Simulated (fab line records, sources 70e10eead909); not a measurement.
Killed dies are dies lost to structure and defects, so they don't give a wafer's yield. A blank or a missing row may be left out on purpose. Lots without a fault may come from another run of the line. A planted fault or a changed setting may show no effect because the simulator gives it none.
Chamber matching | flow nand_harc | NHARC_A_DECK1_JOINT_ETCHBACK_00 on rie_si-05: 4 sister chambers
The step etches the open film in HBr, target depth 30 nm, time 17.4 s. 20 wafers are shown with their chamber, then 10 later ones without.

WAFERS WITH THEIR CHAMBER
wafer  | chamber | drypump_motor_current_A (A) | oes_product_au (a.u.) | throttle_valve_pct (%)
L076.1 | 2       | 5.7                         | 0.994                 | 23.285
L076.2 | 0       | 6.7                         | 1.007                 | 23.266
L076.5 | 2       | 5.7                         | 0.997                 | 23.265
L076.3 | 3       | 6.0                         | 1.001                 | 23.261
L076.4 | 1       | 5.9                         | 0.987                 | 23.270
L076.6 | 3       | 6.0                         | 0.992                 | 23.270
L078.1 | 1       | 5.8                         | 0.988                 | 23.264
L078.2 | 0       | 6.7                         | 0.999                 | 23.268
L078.3 | 2       | 5.7                         | 1.010                 | 23.261
L078.4 | 3       | 5.9                         | 0.994                 | 23.260
L078.5 | 2       | 5.7                         | 1.008                 | 23.262
L078.6 | 3       | 6.0                         | 1.002                 | 23.273
L079.2 | 1       | 5.8                         | 0.986                 | 23.261
L079.5 | 0       | 6.7                         | 0.987                 | 23.285
L079.6 | 1       | 5.8                         | 0.988                 | 23.260
L086.1 | 1       | 5.8                         | 0.991                 | 23.265
L086.2 | 2       | 5.8                         | 0.988                 | 23.264
L086.4 | 0       | 6.7                         | 0.979                 | 23.258
L086.3 | 3       | 5.9                         | 1.000                 | 23.256
L086.5 | 3       | 6.0                         | 0.998                 | 23.268

SIGNATURES (means of the wafers above)
reading                 | chamber 0 | chamber 1 | chamber 2 | chamber 3 | scatter within a chamber
drypump_motor_current_A | 6.700     | 5.820     | 5.720     | 5.967     | 0.0428
oes_product_au          | 0.99300   | 0.98800   | 0.99940   | 0.99783   | 0.00754
throttle_valve_pct      | 23.26925  | 23.26400  | 23.26740  | 23.26467  | 0.00816
Rule: a wafer's distance from a chamber is the root of the sum, over the readings, of the square of ((its reading less the chamber's mean) divided by the reading's scatter). The wafer belongs to the nearest chamber; if the next one is less than 2 further off, it can't be placed. The scatter: the root of (the sum of the squares of (reading less its chamber's mean) over the shown wafers, divided by (wafers less chambers)).

WAFERS WITHOUT THEIR CHAMBER
wafer  | drypump_motor_current_A (A) | oes_product_au (a.u.) | throttle_valve_pct (%)
L086.6 | 5.8                         | 0.994                 | 23.270
L087.1 | 5.7                         | 1.007                 | 23.257
L087.2 | 6.7                         | 1.004                 | 23.251
L087.6 | 6.7                         | 0.995                 | 23.259
L087.3 | 5.9                         | 1.019                 | 23.265
L087.4 | 5.8                         | 1.000                 | 23.266
L087.5 | 5.9                         | 1.006                 | 23.267
L090.1 | 5.7                         | 1.000                 | 23.265
L090.3 | 6.0                         | 0.999                 | 23.265
L090.5 | 6.0                         | 0.994                 | 23.246

WHICH CHAMBER EACH WENT THROUGH
wafer  | from the rows above          | in truth
L086.6 | can't be placed: 1 or 2      | 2
L087.1 | 2                            | 2
L087.2 | 0                            | 0
L087.6 | 0                            | 0
L087.3 | can't be placed: 3 or 1 or 2 | 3
L087.4 | can't be placed: 1 or 2      | 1
L087.5 | can't be placed: 3 or 1      | 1
L090.1 | 2                            | 2
L090.3 | 3                            | 3
L090.5 | 3                            | 3
Placed correctly: 6 of 10. Can't be placed from these rows: 4 (the true chamber is among the candidates in 4). Placed wrongly: 0.
